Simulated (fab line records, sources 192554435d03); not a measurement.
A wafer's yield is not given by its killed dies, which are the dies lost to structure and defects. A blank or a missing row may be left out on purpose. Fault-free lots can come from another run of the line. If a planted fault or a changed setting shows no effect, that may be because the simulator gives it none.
8D (eight disciplines) problem report, filled in by code ; flow n5 finfet ; the parts of the form that need people (team, actions taken, sign-off) are left out

## 1. THE PROBLEM
At N5_STI_FIN_REVEAL_INSPECT_13, raw defect count averages 1050 over 2 wafers from 2 lots, while fault-free wafers read 11, standard deviation 5.1. So: +99 or more standard deviations from the usual mean.
The step: inspects for defects (darkfield).
First seen on wafer L224.3, day 4 08:26, on defect inspect-01. Wafers with a number at this step in the record: 27, from 9 lots. By rule, "out" or "out of limits" means more than 4 standard deviations away from the usual mean. Any other wafer with a number is counted as sound.

## 2. WHAT IT IS; WHAT IT IS NOT
question;is;is not
which readings at this step;raw defect count;-
which lots;L224, L225;L218, L219, L220, L231, L237, L238, L239
which wafers of those lots;L224.3, L225.2;L224.1, L224.6, L225.3, L225.6
read on which gauges;defect inspect-01, defect inspect-02;-
when;from day 4 08:26;"up to then (11 sound wafers); but 14 sound wafers of L225, L231, L237, L238, L239 came after"

## 3. WHAT RULES OUT EACH SUSPECT
Counting: a tool at a process step up to the reading stays a suspect if it ran every lot that is out. Sound lots after the first of them don't rule it out here, since some wafers of a struck lot are sound.
- ruled out: the gauge at N5_STI_FIN_REVEAL_INSPECT_13. The wafers that are out were read on 2 gauges (defect inspect-01, defect inspect-02).
- wet bench-01 at N5_STI_FIN_REVEAL_PRECLEAN_18 (cleans in SC2, time 45 s): kept. Ran every lot that is out, first one L224 (day 4 08:22); last sound lot up to then L220 (day 3 15:34).
- wet bench-01, N5_STI_FIN_REVEAL_PRECLEAN_18: wafers that are out in chamber 4, sound lot-mates in chambers 5, 6, 7.
Left after counting: wet bench-01 at N5_STI_FIN_REVEAL_PRECLEAN_18.

## 4. THE CAUSE (what the simulator had put in)
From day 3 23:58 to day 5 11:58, wet bench-01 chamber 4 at N5_STI_FIN_REVEAL_PRECLEAN_18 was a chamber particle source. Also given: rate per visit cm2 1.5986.
After counting, this tool was the only one left.

## 5. THE EFFECT CHAIN, in route order
Each row: a reading where the mean over the struck wafers with a number is more than 3 standard deviations away from the usual. Only readings for which the record gives a usual standard deviation are gone through. hours: the time from each lot's start at the first step in this table that gives one to its start at this step, as a median over the lots. sigmas: the change in usual standard deviations.
hours;step;reading;usual;on struck wafers;change;sigmas
0;N5_STI_FIN_REVEAL_INSPECT_13;raw defect count;11;1050;+1039;+99 or more
240;N5_PASSIVATION_PROBE_49;defect limited yield;90.9 %;80.7;-10.2;-6.8
240;N5_PASSIVATION_PROBE_49;killed at front end;42;174;+132;+11
240;N5_PASSIVATION_PROBE_49;killed dies;108;228;+120;+6.7
240;N5_PASSIVATION_PROBE_49;sort_bin_5_function;5.4 %;11.6;+6.2;+6.1
240;N5_PASSIVATION_PROBE_49;sort n pass;1072;952;-120;-6.7
240;N5_PASSIVATION_PROBE_49;sort yield pct;90.9 %;80.7;-10.2;-6.8
Process steps it contains:
- N5_PASSIVATION_PROBE_49
Later steps that measure or inspect, where all struck wafers having a row at the step show a number for every such reading and not one has moved that far: N5_DUMMY_GATE_THK_MEAS_05, N5_BEOL_M4_RC_MEAS_101.

## 6. HOW IT WOULD HAVE BEEN CAUGHT EARLIER
8 hours passed between the start of the fault at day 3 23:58 and the first reading out of limits at a measuring or inspecting step in this record, taken at day 4 08:26.
No tool reading at N5_STI_FIN_REVEAL_PRECLEAN_18 that has a usual standard deviation in the record was out on any struck wafer, so an alarm limit of 4 standard deviations on those readings would not have fired.
Lots out: 2; of these, L225 started N5_STI_FIN_REVEAL_PRECLEAN_18 on wet bench-01 after day 4 08:26. It would have been spared by a hold on the tool at that moment.
